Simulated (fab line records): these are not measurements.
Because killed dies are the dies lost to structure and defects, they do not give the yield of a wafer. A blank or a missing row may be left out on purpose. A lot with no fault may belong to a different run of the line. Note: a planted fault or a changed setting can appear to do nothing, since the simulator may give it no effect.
Which tool did it?	flow nand harc	Sampling: 24 lots, 72 wafers, 4 of 1302 route steps

## WHAT THE GAUGES READ, wafer by wafer
NHARC_A_ONON_D2_THK_MEAS_08: measures by ellipsometry.
lot	measured	on	thk nm (nm)
L074	day 12 02:43	film metro-01	988 989 987
L075	day 13 01:28	film metro-01	989 988 989
L076	day 13 01:39	film metro-02	1000 1000 1000
L077	day 13 12:24	film metro-01	983 984 986
L078	day 13 20:03	film metro-01	1007 1006 1008
L079	day 14 11:45	film metro-02	982 980 980
L080	day 14 22:29	film metro-01	1002 1004 1006
L081	day 15 08:07	film metro-02	994 996 995
L083	day 16 00:17	film metro-01	1013 1016 1016
L082	day 16 00:18	film metro-02	1004 1003 1002
L084	day 16 23:44	film metro-01	989 986 987
L085	day 17 06:02	film metro-02	1008 1004 1005
L086	day 17 06:02	film metro-01	1010 1011 1012
L087	day 17 06:13	film metro-02	1008 1008 1008
L089	day 18 04:22	film metro-02	1007 1008 1007
L088	day 18 04:35	film metro-01	1005 1004 1005
L090	day 19 03:35	film metro-01	986 985 984
L091	day 19 18:07	film metro-01	988 989 987
L092	day 19 18:07	film metro-02	1007 1008 1006
L093	day 20 09:58	film metro-01	996 994 996
L094	day 20 09:59	film metro-02	995 992 995
L095	day 21 02:28	film metro-02	995 995 993
L096	day 21 08:17	film metro-02	995 995 993
L097	day 22 07:45	film metro-02	1009 1009 1008

NHARC_A_CHANNEL_HOLE_D2_CD_MEAS_31.
lot	measured	on	cd nm (nm)
L074	day 13 07:34	cd sem-03	90.7 89.4 88.2
L075	day 13 22:20	cd sem-01	88.9 89.3 91.4
L076	day 14 01:32	cd sem-02	92.2 89.2 90.2
L077	day 14 09:22	cd sem-02	90.8 89.3 90.0
L078	day 14 21:50	cd sem-03	89.8 89.2 89.7
L079	day 15 08:37	cd sem-03	90.8 91.6 89.9
L080	day 15 19:37	cd sem-03	89.9 91.1 89.8
L081	day 16 10:58	cd sem-03	89.8 89.6 90.3
L083	day 16 23:59	cd sem-03	90.2 92.1 88.1
L082	day 16 23:43	cd sem-02	90.2 90.0 91.5
L084	day 17 23:41	cd sem-03	88.6 89.4 88.0
L085	day 18 02:56	cd sem-03	90.7 90.0 89.8
L086	day 18 07:08	cd sem-03	88.7 86.8 91.3
L087	day 18 03:51	cd sem-01	89.6 88.3 88.4
L089	day 19 01:44	cd sem-03	89.1 88.8 88.9
L088	day 19 01:53	cd sem-02	89.9 91.0 92.8
L090	day 20 03:59	cd sem-02	90.7 91.8 90.8
L091	day 20 16:40	cd sem-03	89.3 90.8 90.8
L092	day 20 17:40	cd sem-01	90.1 88.7 90.3
L093	day 21 07:31	cd sem-02	91.7 89.9 90.0
L094	day 21 09:18	cd sem-01	87.8 87.1 89.3
L095	day 22 04:52	cd sem-01	90.0 89.1 87.4
L096	day 22 08:43	cd sem-01	91.2 92.2 91.2
L097	day 23 06:04	cd sem-01	89.0 91.9 89.6

## EACH LOT AND THE TOOL THAT RAN IT (in order: tool; ch and the chambers of the sampled wafers; start)
lot	NHARC_A_CHANNEL_HOLE_D2_DEP_00	NHARC_A_CHANNEL_HOLE_D2_DESCUM_15
L074	acl dep-03 ch 0, day 12 19:20	rie diel-13 ch 1,2,3, day 12 22:11
L075	acl dep-02 ch 0, day 13 12:50	rie diel-10 ch 1,2,3, day 13 15:39
L076	acl dep-01 ch 0, day 13 13:45	rie diel-13 ch 0,2, day 13 16:35
L077	acl dep-02 ch 0, day 13 23:49	rie diel-10 ch 0,1,2, day 14 02:38
L078	acl dep-01 ch 0, day 14 08:32	rie diel-13 ch 0,1,2, day 14 11:07
L079	acl dep-01 ch 0, day 14 23:08	rie diel-05 ch 1,2,3, day 15 01:56
L080	acl dep-01 ch 0, day 15 10:15	rie diel-05 ch 1,3, day 15 12:46
L081	acl dep-01 ch 0, day 16 00:01	rie diel-13 ch 0,1, day 16 01:53
L083	acl dep-03 ch 0, day 16 14:18	rie diel-13 ch 0,2,3, day 16 16:52
L082	acl dep-02 ch 0, day 16 13:44	rie diel-05 ch 2,3, day 16 15:30
L084	acl dep-03 ch 0, day 17 14:17	rie diel-13 ch 0,1,3, day 17 17:00
L085	acl dep-02 ch 0, day 17 17:45	rie diel-13 ch 2,3, day 17 20:16
L086	acl dep-02 ch 0, day 17 19:20	rie diel-05 ch 0,2,3, day 17 22:09
L087	acl dep-03 ch 0, day 17 18:50	rie diel-05 ch 1,2, day 17 20:43
L089	acl dep-03 ch 0, day 18 16:10	rie diel-05 ch 0,1,2, day 18 19:01
L088	acl dep-02 ch 0, day 18 16:41	rie diel-13 ch 0,1,2, day 18 19:13
L090	acl dep-01 ch 0, day 19 18:29	rie diel-10 ch 0,1,3, day 19 21:18
L091	acl dep-03 ch 0, day 20 06:31	rie diel-10 ch 0,1,2, day 20 08:55
L092	acl dep-01 ch 0, day 20 08:04	rie diel-10 ch 0,1,3, day 20 10:26
L093	acl dep-02 ch 0, day 20 22:16	rie diel-13 ch 0,1, day 21 00:48
L094	acl dep-01 ch 0, day 20 22:01	rie diel-05 ch 1,2,3, day 21 00:58
L095	acl dep-01 ch 0, day 21 19:47	rie diel-10 ch 0,1, day 21 22:10
L096	acl dep-03 ch 0, day 21 23:22	rie diel-13 ch 1,2,3, day 22 02:00
L097	acl dep-01 ch 0, day 22 20:32	rie diel-10 ch 0,2,3, day 22 23:23
- NHARC_A_CHANNEL_HOLE_D2_DEP_00: deposits aC, target thk 3100 nm.
- NHARC_A_CHANNEL_HOLE_D2_DESCUM_15: chemistry O2, time 3 s.

## AS READ BY THE TOOLS THEMSELVES (means over the sampled wafers that have a number; for cases with no such wafer, the mark the record gives instead)
NHARC_A_CHANNEL_HOLE_D2_DEP_00.
lot	tool	throttle valve pct (%)
L074	acl dep-03	34.998
L075	acl dep-02	34.999
L076	acl dep-01	35.005
L077	acl dep-02	35.004
L078	acl dep-01	34.998
L079	acl dep-01	35.003
L080	acl dep-01	34.990
L081	acl dep-01	34.996
L083	acl dep-03	34.988
L082	acl dep-02	35.002
L084	acl dep-03	35.008
L085	acl dep-02	35.000
L086	acl dep-02	35.005
L087	acl dep-03	35.007
L089	acl dep-03	34.996
L088	acl dep-02	35.005
L090	acl dep-01	34.998
L091	acl dep-03	34.995
L092	acl dep-01	34.999
L093	acl dep-02	34.994
L094	acl dep-01	35.007
L095	acl dep-01	34.995
L096	acl dep-03	34.999
L097	acl dep-01	34.997

NHARC_A_CHANNEL_HOLE_D2_DESCUM_15.
lot	tool	drypump motor current A (A)	oes product au (a.u.)	rf vpp V (V)	showerhead plenum p Torr (Torr)	throttle valve pct (%)
L074	rie diel-13	6.1	0.997	58.1	1.87	11.312
L075	rie diel-10	5.2	0.997	57.2	1.97	11.325
L076	rie diel-13	6.0	0.993	57.2	1.95	11.302
L077	rie diel-10	5.7	1.006	57.2	1.91	11.303
L078	rie diel-13	6.0	1.000	57.8	1.92	11.313
L079	rie diel-05	5.7	0.994	58.2	2.04	11.303
L080	rie diel-05	5.8	0.998	57.5	2.04	11.312
L081	rie diel-13	6.2	1.000	58.0	1.95	11.311
L083	rie diel-13	6.1	1.001	57.5	1.90	11.322
L082	rie diel-05	5.9	0.998	58.5	2.04	11.310
L084	rie diel-13	6.3	1.000	57.8	1.93	11.316
L085	rie diel-13	5.9	1.001	57.2	1.83	11.310
L086	rie diel-05	5.9	1.002	57.3	2.00	11.298
L087	rie diel-05	5.3	0.998	57.2	2.05	11.314
L089	rie diel-05	5.6	1.000	58.4	2.01	11.311
L088	rie diel-13	6.0	0.994	57.8	1.91	11.311
L090	rie diel-10	5.7	0.999	57.9	1.91	11.306
L091	rie diel-10	5.7	1.004	57.6	1.91	11.321
L092	rie diel-10	5.7	1.007	57.2	1.91	11.305
L093	rie diel-13	6.2	1.007	58.0	1.95	11.309
L094	rie diel-05	5.7	0.994	58.7	2.04	11.308
L095	rie diel-10	5.8	1.008	57.2	1.83	11.301
L096	rie diel-13	6.1	1.002	58.4	1.87	11.309
L097	rie diel-10	5.6	1.009	58.4	1.99	11.319

## THE ANSWER, worked out from the rows above alone
Rule: usual is defined by the lots themselves. Put in order of their means at a reading, lots are off if they are a third of the lots or fewer, leave a main group of 4 or more, and stand apart from it by a gap of 3 or more times the standard deviation of the main group's means; of several such gaps the widest counts. Not used: any main group whose means are identical at the precision the tables above print for the reading. Also off: a lot with no number at a reading for which 4 or more lots have one. Any other lot the step has rows for is counted as sound. After the gauges, taken in route order, come the tools' own readings; for these a lot's mean is taken, as printed above. The first step at which some lot is off is used, and at that step the reading that is off furthest; a lot without a number counts as furthest.
None of the lots is off at any reading shown; this tells nothing.

## WHAT THE SIMULATOR HAD INSERTED
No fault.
